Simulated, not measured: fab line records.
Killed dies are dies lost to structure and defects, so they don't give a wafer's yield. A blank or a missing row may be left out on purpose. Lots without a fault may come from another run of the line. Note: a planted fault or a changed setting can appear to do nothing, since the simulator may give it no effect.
A lot that was struck, set against a sound lot | flow n5Finfet | 15 out of 1938 route steps
Sound: wafers L135.3, L135.4, L135.6. Struck: wafers L143.2, L143.6. (L143.4 of the same lot was not struck and is left out.) The cause comes at the end.
Order at every step that has rows: each side's tool, ch and its chambers, its first start. Under that, the readings that differ: sound wafers | struck wafers | difference of the means | sigmas: that difference in standard deviations of wafers without a fault.
alike: readings with means less than 2 such deviations apart, plus words and numbers identical on both sides. not compared: withheld readings, readings lacking a value on some wafer, bounds such as >300 that could conceal the same value, and numbers that have no deviation in the record and whose values overlap.
A row with sigmas, a row that says differs or no value, or rows on one side alone: a step with any of these is where the two part. Numbers that don't overlap but have no deviation are shown without sigmas and don't part them. A reading that every wafer of one side lacks parts them only if that side has two wafers or more.

first, 2 steps without rows for these wafers: N5_BEOL_M13_PRECLEAN_39 (cleans in residue remover, time 60 s); N5_BEOL_M13_SRD_40 (time 30 s, dry time 30 s).
N5_BEOL_M13_DEGAS_41: time 60 s.
  sound: pvdSputter-03 at day 11 12:00; struck: pvdSputter-02 at day 13 14:07
  alike: heaterPowerW
then, 1 step without rows for these wafers: N5_BEOL_M13_PRE_CLEAN_42 (time 30 s).
N5_BEOL_M13_SPUTTER_43: material TaN, target thk 15 nm, time 24.19 s.
  sound: pvdSputter-03 at day 11 12:05; struck: pvdSputter-02 at day 13 14:12
  alike: biasV, throttleValvePct
N5_BEOL_M13_SPUTTER_44: material Ta, target thk 10 nm, time 16.13 s.
  sound: pvdSputter-03 at day 11 12:10; struck: pvdSputter-02 at day 13 14:17
  alike: biasV, throttleValvePct
N5_BEOL_M13_SPUTTER_45: material Cu, target thk 80 nm, time 13.33 s.
  sound: pvdSputter-03 at day 11 12:14; struck: pvdSputter-02 at day 13 14:22
  alike: biasV, throttleValvePct
then, 2 steps without rows for these wafers: N5_BEOL_M13_ECD_47 (material Cu, target thk 936 nm); N5_BEOL_M13_ANNEAL_48 (time 90 s).
N5_BEOL_M13_CMP_49: polishes, stops on SiOC, t overpolish 17.1 s, target thk 420 nm.
  sound on cmp-04 ch 0,2, day 11 12:53; struck on cmp-03 ch 1, day 13 15:17
  alike: barrierFieldEndpointS, motorCurrentA, overpolishRunS
  not compared: padLifeWafers
N5_BEOL_M13_THK_MEAS_50: measures by xrf.
  sound: filmMetro-01 at day 11 13:09; struck: filmMetro-02 at day 13 15:35
  alike: M13_THK
then, 1 step without rows for these wafers: N5_BEOL_M13_PRE_CLEAN_52 (time 15 s).
N5_BEOL_M13_DEP_53: deposits SiCN from 3MS/NH3, target thk 50 nm, time 17.8 s.
  sound on pecvd-01 ch 1,2, day 11 13:14; struck on pecvd-01 ch 1,2, day 13 15:39
reading                                  | sound        | struck    | difference | sigmas
model.SiCN_of_BEOL_M13_DEP_53.thkNm (nm) | 51 50.6 50.6 | 14.8 15.2 | -35.7      | 
  alike: showerheadPlenumPTorr, throttleValvePct
N5_BEOL_M13_RS_MEAS_54: measurement is done with a four-point probe.
  sound: filmMetro-01 at day 11 13:18; struck: filmMetro-01 at day 13 15:43
  alike: M13_RS
then, 1 step without rows for these wafers: N5_PASSIVATION_PROBE_49.

WHERE THEY PART
Nowhere in this record.

WHY: the cause the simulator had injected
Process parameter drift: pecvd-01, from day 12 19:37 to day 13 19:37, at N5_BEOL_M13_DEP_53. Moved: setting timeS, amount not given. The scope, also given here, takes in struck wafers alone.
